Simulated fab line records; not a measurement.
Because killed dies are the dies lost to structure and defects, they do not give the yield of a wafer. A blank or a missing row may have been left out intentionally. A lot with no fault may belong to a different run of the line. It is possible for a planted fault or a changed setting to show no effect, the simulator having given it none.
fab line records + flow n5-finfet
record
- lots=10
- wafers=30
- last-day=17
route steps=1938 shown BEOL_M4@1072 BEOL_M5@1118 PASSIVATION@1936
lots that met no fault: taken from a fault-free run of the same line
start-h: hours from the record's first day to the start of the lot's first wafer shown + wait-h: how many hours have passed since the lot's step before this one + " same as the row above + L1.1+2: a single row standing in for several wafers + - no value present, or no start provided + * or withheld: withheld + < > ~ a bound
route shown NAME@n: NAME is a module with steps in the file, n the number in the route of the first one + usual: mean/standard deviation of fault-free wafers + same: alike in all rows + chamber/n: place in a boat + sites: per-site readings + _std_site: standard deviation of those values + _edge_site: outer sites' mean less inner sites' + radius-mm: how far each site lies from the wafer's centre + mask NAME#n: copy n + behind: the most recent tool/chamber to have shaped the wafer + hold: why the lot was held/for how many hours/how that ended + device: which transistor (n, p or np) failed to switch + end of line: the route-end tests of the same wafers + step lacking rows: just its recipe + killed: dies that structure and defects cost at the first sort, which is not the same as the wafer's yield + map: shows each die of a wafer: x if killed, . if not, _ if none is there
set.NAME: the setting as run; set.NAME@STEP: as run at that earlier step + model.NAME: the simulator's own value behind a step, which no gauge read
the route's steps for a sample of lots (tables are steps, rows are wafers)
services: the hour from which a tool's chamber was out of use, counted from the record's first day as start-h (under 0 if before that day), plus the number of hours and why
## steps
# step N5_BEOL_M4_STRIP_97
# recipe
- chemistry=N2/H2
- time-s=10
- power-w=450
- temp-c=40
- pressure-mtorr=20
- rf-frequency-hz=6e+07
- bias-power-w=7
- n2-flow-sccm=200
- h2-flow-sccm=200
# usual
- drypump-motor-current-A=5.8/0.56
- oes-product-au=0.79/0.085
- rf-vpp-V=59.2/0.81
- showerhead-plenum-p-Torr=2.53/0.08
- throttle-valve-pct=23.7/0.33
| lot.wafer | tool        | chamber | start-h | wait-h | drypump-motor-current-A | oes-product-au | rf-hours-counter-h | rf-vpp-V | showerhead-plenum-p-Torr | throttle-valve-pct |
|-----------|-------------|---------|---------|--------|-------------------------|----------------|--------------------|----------|--------------------------|--------------------|
| L375.1    | rie-diel-06 | 3       | -       | -      | 4.9                     | 0.80           | 100                | 61.2     | 2.56                     | 24.0               |
| L375.3    | "           | 0       | "       | "      | 6.8                     | 0.79           | 115                | 59.1     | 2.45                     | 23.2               |
| L375.6    | "           | 3       | "       | "      | 4.9                     | 0.80           | -                  | 59.8     | 2.56                     | 24.0               |
| L376.1    | rie-diel-06 | 3       | -       | -      | 5.0                     | 0.81           | 102                | 60.2     | 2.56                     | 24.0               |
| L376.4    | "           | 2       | "       | "      | 6.0                     | 0.73           | 168                | 58.6     | 2.43                     | 23.4               |
| L376.6    | "           | 2       | "       | "      | 5.9                     | 0.73           | -                  | 59.8     | 2.43                     | 23.4               |
| L377.1    | rie-diel-04 | 1       | -       | -      | 5.9                     | 0.93           | 13                 | 58.2     | 2.49                     | 23.6               |
| L377.4    | "           | 3       | "       | "      | 6.0                     | 0.82           | -                  | 59.3     | 2.68                     | 23.6               |
| L377.6    | "           | 1       | "       | "      | 5.9                     | 0.92           | -                  | 58.2     | 2.49                     | 23.5               |
| L385.1    | rie-diel-04 | 3       | -       | -      | 6.0                     | 0.81           | 87                 | 59.6     | 2.67                     | 23.6               |
| L385.3    | "           | 0       | "       | "      | 6.5                     | 0.93           | 16                 | 58.8     | 2.48                     | 23.3               |
| L385.6    | "           | 2       | "       | "      | 5.9                     | 0.80           | -                  | 59.7     | 2.46                     | 23.8               |
| L386.4    | rie-diel-06 | 3       | -       | -      | 4.9                     | 0.77           | 124                | 59.6     | 2.55                     | 24.1               |
| L386.5    | "           | 1       | "       | "      | 5.7                     | 0.72           | -                  | 59.1     | 2.64                     | 24.1               |
| L386.6    | "           | 0       | "       | "      | 6.8                     | 0.76           | -                  | 59.5     | 2.44                     | 23.3               |
| L388.1    | rie-diel-06 | 0       | -       | -      | 6.8                     | 0.75           | 143                | 57.4     | 2.44                     | 23.3               |
| L388.4    | "           | 3       | "       | "      | 4.9                     | 0.77           | 127                | 60.3     | 2.55                     | 24.1               |
| L388.5    | "           | 3       | "       | "      | 4.9                     | 0.77           | -                  | 58.8     | 2.55                     | 24.1               |
| L389.2    | rie-diel-02 | 3       | -       | -      | 5.1                     | 0.97           | 3                  | 58.8     | 2.50                     | 24.1               |
| L389.3    | "           | 2       | "       | "      | 6.5                     | 0.80           | 124                | 60.0     | 2.55                     | 23.8               |
| L389.4    | "           | 1       | "       | "      | 5.5                     | 0.68           | 250                | 58.9     | 2.61                     | 24.0               |
| L390.1    | rie-diel-06 | 1       | -       | -      | 5.7                     | 0.71           | 178                | 61.4     | 2.64                     | 24.2               |
| L390.3    | "           | 0       | "       | "      | 6.8                     | 0.74           | 148                | 61.0     | 2.44                     | 23.3               |
| L390.4    | "           | 2       | "       | "      | 5.9                     | 0.69           | 195                | 58.2     | 2.41                     | 23.4               |
| L391.2    | rie-diel-06 | 1       | -       | -      | 5.7                     | 0.72           | 182                | 58.7     | 2.63                     | 24.2               |
| L391.3    | "           | 0       | "       | "      | 6.9                     | 0.75           | 152                | 58.9     | 2.44                     | 23.3               |
| L391.6    | "           | 2       | "       | "      | 6.0                     | 0.70           | -                  | 59.9     | 2.41                     | 23.4               |
| L392.1    | rie-diel-06 | 0       | -       | -      | 6.8                     | 0.75           | 153                | 60.0     | 2.43                     | 23.3               |
| L392.4    | "           | 2       | "       | "      | 6.0                     | 0.70           | 201                | 58.5     | 2.41                     | 23.4               |
| L392.5    | "           | 1       | "       | "      | 5.7                     | 0.71           | -                  | 58.9     | 2.63                     | 24.1               |
# step N5_BEOL_M4_ANNEAL_89
# recipe
- temp-c=400
- time-s=240
- ambient=vacuum
# usual
- heater-power-w=846/84
- susceptor-temp-C=400.00/0.22
| lot.wafer | tool           | chamber | start-h | wait-h | heater-power-w | susceptor-temp-C |
|-----------|----------------|---------|---------|--------|----------------|------------------|
| L375.1    | pvd-sputter-02 | -       | 199.64  | 0.0    | 804            | 400.24           |
| L375.3    | "              | -       | "       | "      | 972            | 399.72           |
| L375.6    | "              | -       | "       | "      | 898            | 400.02           |
| L376.1    | pvd-sputter-03 | -       | 203.61  | 0.0    | 880            | 400.01           |
| L376.4    | "              | -       | "       | "      | 950            | 400.19           |
| L376.6    | "              | -       | "       | "      | 765            | 400.22           |
| L377.1    | pvd-sputter-02 | -       | 204.49  | 0.0    | 905            | 400.08           |
| L377.4    | "              | -       | "       | "      | 796            | 399.96           |
| L377.6    | "              | -       | "       | "      | 804            | 400.06           |
| L385.1    | pvd-sputter-01 | -       | 253.73  | 0.0    | 945            | 399.85           |
| L385.3    | "              | -       | "       | "      | 811            | 399.74           |
| L385.6    | "              | -       | "       | "      | 940            | 400.26           |
| L386.4    | pvd-sputter-03 | -       | 266.43  | 0.0    | 793            | 400.26           |
| L386.5    | "              | -       | "       | "      | 965            | 400.08           |
| L386.6    | "              | -       | "       | "      | 756            | 400.17           |
| L388.1    | pvd-sputter-03 | -       | 279.19  | 0.0    | 744            | 399.83           |
| L388.4    | "              | -       | "       | "      | 860            | 400.06           |
| L388.5    | "              | -       | "       | "      | 749            | 399.67           |
| L389.2    | pvd-sputter-02 | -       | 284.58  | 0.0    | 977            | 399.96           |
| L389.3    | "              | -       | "       | "      | 729            | 399.86           |
| L389.4    | "              | -       | "       | "      | 819            | 399.92           |
| L390.1    | pvd-sputter-01 | -       | 287.26  | 0.0    | 731            | 400.06           |
| L390.3    | "              | -       | "       | "      | 923            | 400.03           |
| L390.4    | "              | -       | "       | "      | 811            | 399.87           |
| L391.2    | pvd-sputter-01 | -       | 299.77  | 0.0    | 935            | 399.88           |
| L391.3    | "              | -       | "       | "      | 809            | 400.01           |
| L391.6    | "              | -       | "       | "      | 737            | 399.89           |
| L392.1    | pvd-sputter-02 | -       | 304.48  | 0.0    | 893            | 400.24           |
| L392.4    | "              | -       | "       | "      | 787            | 399.98           |
| L392.5    | "              | -       | "       | "      | 969            | 400.32           |
# step N5_BEOL_M4_ANNEAL_51
# recipe
- temp-c=225
- time-s=90
- ambient=N2
# usual
- wafer_temp_C_max=225.93/0.21
| lot.wafer | tool          | chamber | start-h | wait-h | wafer_temp_C_max |
|-----------|---------------|---------|---------|--------|------------------|
| L375.1    | rtp-anneal-01 | 0       | 200.64  | 0.1    | 225.84           |
| L375.3    | "             | 0       | "       | "      | 225.88           |
| L375.6    | "             | 0       | "       | "      | 225.95           |
| L376.1    | rtp-anneal-02 | 0       | 204.81  | 0.3    | 225.75           |
| L376.4    | "             | 0       | "       | "      | 225.81           |
| L376.6    | "             | 0       | "       | "      | 225.83           |
| L377.1    | rtp-anneal-01 | 0       | 205.49  | 0.1    | 226.08           |
| L377.4    | "             | 0       | "       | "      | 225.70           |
| L377.6    | "             | 0       | "       | "      | 225.70           |
| L385.1    | rtp-anneal-02 | 0       | 254.72  | 0.1    | 225.99           |
| L385.3    | "             | 0       | "       | "      | 225.80           |
| L385.6    | "             | 0       | "       | "      | 225.81           |
| L386.4    | rtp-anneal-02 | 0       | 267.56  | 0.2    | 225.84           |
| L386.5    | "             | 0       | "       | "      | 225.98           |
| L386.6    | "             | 0       | "       | "      | 226.10           |
| L388.1    | rtp-anneal-02 | 0       | 280.19  | 0.1    | 226.25           |
| L388.4    | "             | 0       | "       | "      | 225.64           |
| L388.5    | "             | 0       | "       | "      | 225.76           |
| L389.2    | rtp-anneal-02 | 0       | 285.62  | 0.1    | 226.17           |
| L389.3    | "             | 0       | "       | "      | 225.57           |
| L389.4    | "             | 0       | "       | "      | 226.08           |
| L390.1    | rtp-anneal-02 | 0       | 288.26  | 0.1    | 226.05           |
| L390.3    | "             | 0       | "       | "      | 226.02           |
| L390.4    | "             | 0       | "       | "      | 225.97           |
| L391.2    | rtp-anneal-02 | 0       | 300.81  | 0.1    | 225.56           |
| L391.3    | "             | 0       | "       | "      | 225.78           |
| L391.6    | "             | 0       | "       | "      | 225.77           |
| L392.1    | rtp-anneal-01 | 0       | 305.66  | 0.2    | 225.89           |
| L392.4    | "             | 0       | "       | "      | 225.97           |
| L392.5    | "             | 0       | "       | "      | 225.58           |
# step N5_BEOL_M5_COAT_60
# recipe
- resist=SiARC
- temp-c=220
- time-s=60
- spin-rpm=1500
- resist-thk-nm=12
# usual
- chill-plate-temp-C=23.00/0.089
- resist-line-temp-C=23.00/0.11
- spin-speed-rpm=1500.0/0.87
| lot.wafer | tool           | chamber | start-h | wait-h | chill-plate-temp-C | resist-line-temp-C | spin-speed-rpm |
|-----------|----------------|---------|---------|--------|--------------------|--------------------|----------------|
| L375.1    | litho-track-03 | 0       | 203.32  | -      | 22.94              | 23.06              | 1499.5         |
| L375.3    | "              | 0       | "       | "      | 23.05              | 23.24              | 1500.4         |
| L375.6    | "              | 0       | "       | "      | 23.10              | 23.16              | 1499.7         |
| L376.1    | litho-track-01 | 0       | 210.75  | -      | 23.10              | 23.01              | 1500.3         |
| L376.4    | "              | 0       | "       | "      | 23.04              | 22.92              | 1499.3         |
| L376.6    | "              | 0       | "       | "      | 23.13              | 22.83              | 1500.9         |
| L377.1    | litho-track-01 | 0       | 210.87  | -      | 22.97              | 23.13              | 1500.8         |
| L377.4    | "              | 0       | "       | "      | 23.04              | 22.93              | 1499.7         |
| L377.6    | "              | 0       | "       | "      | 23.02              | 23.17              | 1500.3         |
| L385.1    | litho-track-02 | 0       | 258.85  | -      | 23.07              | 22.99              | 1498.7         |
| L385.3    | "              | 0       | "       | "      | 23.11              | 23.14              | 1499.7         |
| L385.6    | "              | 0       | "       | "      | 22.87              | 23.15              | 1500.0         |
| L386.4    | litho-track-02 | 0       | 271.95  | -      | 23.05              | 23.08              | 1500.9         |
| L386.5    | "              | 0       | "       | "      | 22.90              | 22.95              | 1499.8         |
| L386.6    | "              | 0       | "       | "      | 23.08              | 23.17              | 1499.9         |
| L388.1    | litho-track-03 | 0       | 283.38  | -      | 23.00              | 23.08              | 1500.9         |
| L388.4    | "              | 0       | "       | "      | 23.05              | 23.11              | 1499.7         |
| L388.5    | "              | 0       | "       | "      | 22.98              | 22.99              | 1499.8         |
| L389.2    | litho-track-01 | 0       | 290.30  | -      | 22.92              | 23.08              | 816.4          |
| L389.3    | "              | 0       | "       | "      | 23.01              | 22.93              | 817.4          |
| L389.4    | "              | 0       | "       | "      | 23.10              | 23.06              | 819.1          |
| L390.1    | litho-track-01 | 0       | 291.91  | -      | 23.00              | 23.06              | 818.1          |
| L390.3    | "              | 0       | "       | "      | 23.08              | 22.97              | 818.5          |
| L390.4    | "              | 0       | "       | "      | 23.20              | 22.93              | 819.2          |
| L391.2    | litho-track-02 | 0       | 303.47  | -      | 23.09              | 23.07              | 1499.3         |
| L391.3    | "              | 0       | "       | "      | 22.95              | 23.01              | 1501.1         |
| L391.6    | "              | 0       | "       | "      | 23.13              | 23.09              | 1499.1         |
| L392.1    | litho-track-02 | 0       | 308.81  | -      | 22.93              | 23.02              | 1500.7         |
| L392.4    | "              | 0       | "       | "      | 23.06              | 23.01              | 1499.8         |
| L392.5    | "              | 0       | "       | "      | 22.98              | 22.99              | 1498.8         |
# step N5_BEOL_M5_ETCH_61
# recipe
- chemistry=CF4
- target=SiARC
- target-depth-a=156
- mask-material=CAR-EUV
- time-s=26
- ion-energy-ev=80
- pressure-mtorr=40
- source-w=545
- bias-w=36
- Ar_flow_sccm=100
- cf4-flow-sccm=100
- ends=cleared
# usual
- drypump-motor-current-A=5.6/0.57
- etch-rf-on-time-s=25.7/0.48
- oes-product-au=0.69/0.086
- rf-vpp-V=184.4/1.4
- showerhead-plenum-p-Torr=2.16/0.081
- throttle-valve-pct=15.54/0.22
| lot.wafer | tool        | chamber | start-h | wait-h | drypump-motor-current-A | etch-rf-on-time-s | oes-product-au | rf-hours-counter-h | rf-vpp-V | showerhead-plenum-p-Torr | throttle-valve-pct |
|-----------|-------------|---------|---------|--------|-------------------------|-------------------|----------------|--------------------|----------|--------------------------|--------------------|
| L375.1    | rie-diel-03 | 2       | 204.16  | 0.0    | 5.1                     | 26.3              | 0.64           | 158                | 186.5    | 2.22                     | 15.53              |
| L375.3    | "           | 0       | "       | "      | 5.4                     | 26.0              | 0.59           | 234                | 185.2    | 2.20                     | 15.63              |
| L375.6    | "           | 2       | "       | "      | 5.2                     | 26.1              | 0.63           | -                  | 183.1    | 2.22                     | 15.52              |
| L376.1    | rie-diel-01 | 2       | 211.38  | 0.0    | 6.3                     | 25.8              | 0.63           | 194                | 184.1    | 2.21                     | 15.96              |
| L376.4    | "           | 1       | "       | "      | 5.8                     | 25.1              | 0.77           | -                  | 185.6    | 2.26                     | 15.36              |
| L376.6    | "           | 3       | "       | "      | 4.9                     | 24.8              | 0.83           | -                  | 184.3    | 2.20                     | 15.20              |
| L377.1    | rie-diel-03 | 1       | 211.72  | 0.0    | 5.5                     | 26.1              | 0.63           | 183                | 185.4    | 2.21                     | 15.51              |
| L377.4    | "           | 3       | "       | "      | 5.2                     | 26.3              | 0.65           | 133                | 181.1    | 1.99                     | 15.50              |
| L377.6    | "           | 1       | "       | "      | 5.5                     | 26.2              | 0.62           | -                  | 184.2    | 2.21                     | 15.52              |
| L385.1    | rie-diel-05 | 3       | 260.10  | 0.0    | 6.7                     | 25.6              | 0.65           | 171                | 182.9    | 2.05                     | 15.71              |
| L385.3    | "           | 1       | "       | "      | 6.0                     | 25.6              | 0.79           | 17                 | 182.8    | 2.10                     | 15.45              |
| L385.6    | "           | 1       | "       | "      | 6.0                     | 25.6              | 0.79           | -                  | 182.7    | 2.10                     | 15.46              |
| L386.4    | rie-diel-01 | 0       | 272.62  | 0.0    | 6.0                     | 25.0              | 0.82           | 16                 | 184.6    | 2.18                     | 15.41              |
| L386.5    | "           | 2       | "       | "      | 6.4                     | 25.3              | 0.62           | -                  | 185.2    | 2.20                     | 15.97              |
| L386.6    | "           | 1       | "       | "      | 5.8                     | 25.4              | 0.75           | -                  | 184.5    | 2.25                     | 15.42              |
| L388.1    | rie-diel-03 | 3       | 283.82  | 0.0    | 5.2                     | 25.7              | 0.64           | 158                | 181.9    | 1.98                     | 15.54              |
| L388.4    | "           | 1       | "       | "      | 5.4                     | 25.8              | 0.61           | 209                | 185.7    | 2.20                     | 15.55              |
| L388.5    | "           | 2       | "       | "      | 5.1                     | 25.9              | 0.62           | -                  | 183.6    | 2.21                     | 15.56              |
| L389.2    | rie-diel-01 | 0       | 290.74  | 0.0    | 6.0                     | 33.9              | 0.81           | 23                 | 186.7    | 2.18                     | 15.41              |
| L389.3    | "           | 3       | "       | "      | 4.9                     | 33.7              | 0.77           | 31                 | 185.5    | 2.19                     | 15.27              |
| L389.4    | "           | 2       | "       | "      | 6.4                     | 34.7              | 0.62           | 211                | 185.7    | 2.20                     | 15.97              |
| L390.1    | rie-diel-05 | 0       | 292.43  | 0.0    | 4.7                     | 34.4              | 0.71           | 74                 | 184.1    | 2.08                     | 15.46              |
| L390.3    | "           | 1       | "       | "      | 6.0                     | 35.1              | 0.77           | 27                 | 183.7    | 2.09                     | 15.47              |
| L390.4    | "           | 3       | "       | "      | 6.8                     | 35.2              | 0.63           | 181                | 182.6    | 2.05                     | 15.72              |
| L391.2    | rie-diel-03 | 3       | 303.93  | 0.0    | 5.2                     | 26.3              | 0.63           | 166                | 181.6    | 1.98                     | 15.54              |
| L391.3    | "           | 2       | "       | "      | 5.2                     | 26.5              | 0.61           | 188                | 184.6    | 2.21                     | 15.59              |
| L391.6    | "           | 0       | "       | "      | 5.4                     | 25.0              | 0.82           | -                  | 185.3    | 2.19                     | 15.19              |
| L392.1    | rie-diel-01 | 0       | 309.31  | 0.0    | 6.0                     | 25.3              | 0.80           | 29                 | 184.1    | 2.18                     | 15.43              |
| L392.4    | "           | 3       | "       | "      | 4.9                     | 25.0              | 0.76           | 38                 | 185.3    | 2.19                     | 15.30              |
| L392.5    | "           | 3       | "       | "      | 4.9                     | 25.1              | 0.76           | -                  | 185.6    | 2.19                     | 15.28              |
# step N5_PASSIVATION_PROBE_49
# usual
- defect-limited-yield=91.1/1.3
- killed_at_M0_to_M3=36/10
- killed_at_M4_up=14/4.4
- killed-at-contacts=14/5.7
- killed-at-front-end=39/9.4
- killed-at-other=2.9/2.6
- killed-dies=105/15
- killed-open=70/12
- killed-short=34/7.1
- sort_bin_5_function=5.3/0.77
- sort_bin_6_memory=3.3/0.66
- sort-n-pass=1075/15
- sort-yield-pct=91.1/1.3
# same
- gross-dies=1180
- killed-at-back-side=0
- sort_bin_4_leakage[%]=0
- sort_bin_8_speed[%]=0
| lot.wafer | tool      | chamber | start-h | wait-h | defect-limited-yield[%] | killed_at_M0_to_M3 | killed_at_M4_up | killed-at-contacts | killed-at-front-end | killed-at-other | killed-dies | killed-open | killed-short | sort_bin_5_function[%] | sort_bin_6_memory[%] | sort-n-pass | sort-yield-pct[%] |
|-----------|-----------|---------|---------|--------|-------------------------|--------------------|-----------------|--------------------|---------------------|-----------------|-------------|-------------|--------------|------------------------|----------------------|-------------|-------------------|
| L390.4    | prober-01 | -       | 384.64  | 0.2    | 93.3                    | 29                 | 11              | 4                  | 33                  | 2               | 79          | 53          | 23           | 3.9                    | 2.5                  | 1101        | 93.3              |
# killed by level:class
L390.4 BEOL_M3:geometric-particle:open=14 STI_FIN_REVEAL:geometric-particle:open=9 FIN_SAQP:geometric-particle:open=6 FIN_SAQP:geometric-particle:short=5 STI_FIN_REVEAL:geometric-particle:short=4 DUMMY_GATE:geometric-particle:open=4 MOL_CONTACT_COAG:geometric-particle:open=4 BEOL_M2:geometric-particle:open=4
## services
| tool          | chamber | start-h | hours | kind                          |
|---------------|---------|---------|-------|-------------------------------|
| rie-diel-01   | 3       | 177.07  | -     | clean                         |
| rie-diel-01   | 3       | 177.07  | -     | consumable-replace:focus-ring |
| rie-diel-01   | 3       | 177.07  | 20.5  | scheduled-down                |
| rie-diel-01   | 3       | 177.07  | 20.5  | vent-cycle                    |
| rie-diel-05   | 1       | 180.70  | -     | clean                         |
| rie-diel-05   | 1       | 180.70  | -     | consumable-replace:focus-ring |
| rie-diel-05   | 1       | 180.70  | 22.6  | scheduled-down                |
| rie-diel-02   | -       | 187.98  | 14.6  | pm                            |
| rtp-anneal-02 | -       | 194.59  | 4.1   | pm                            |
| rie-diel-01   | 0       | 197.61  | -     | clean                         |
| rie-diel-01   | 0       | 197.61  | -     | consumable-replace:focus-ring |
| rie-diel-01   | 0       | 197.61  | 26.5  | scheduled-down                |
| rie-diel-01   | 0       | 197.61  | 26.5  | vent-cycle                    |
| rie-diel-01   | -       | 202.49  | 2.8   | pm                            |
| rie-diel-04   | 1       | 209.25  | 5.5   | repair                        |
| rie-diel-04   | 0       | 234.06  | 1.5   | repair                        |
| rie-diel-01   | 2       | 247.19  | 13.3  | repair                        |
| rie-diel-03   | 2       | 251.67  | 11.3  | repair                        |
| rie-diel-03   | 0       | 263.00  | -     | clean                         |
| rie-diel-03   | 0       | 263.00  | -     | consumable-replace:focus-ring |
| rie-diel-03   | 0       | 263.00  | 18.7  | scheduled-down                |
| rie-diel-03   | 0       | 263.00  | 18.7  | vent-cycle                    |
| rie-diel-01   | 2       | 276.08  | 10.4  | repair                        |
| rie-diel-03   | 1       | 291.76  | 7.9   | repair                        |
## key
first-sign
- step=N5_BEOL_M5_COAT_60
- reading=spin-speed-rpm
- direction=down
- sigmas=99+
- usual=*
- struck=*
effect
- step=N5_BEOL_M5_ETCH_61
- reading=etch-rf-on-time-s
- direction=up
- sigmas=18
- usual=*
- struck=*
met-at N5_BEOL_M5_COAT_60
struck-lots L389,L390
not-acting-at N5_BEOL_M4_STRIP_97,N5_BEOL_M4_ANNEAL_89,N5_BEOL_M4_ANNEAL_51
onset-between 210.87 290.30
fault
- kind=process-parameter-drift
- tool=litho-track-01
- chamber=-
- onset-h=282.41
- steps=N5_BEOL_M5_COAT_60
- channel=spin-rpm
- offset=*
- shape=step
- end-h=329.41
- acts-in=*
- stated=*
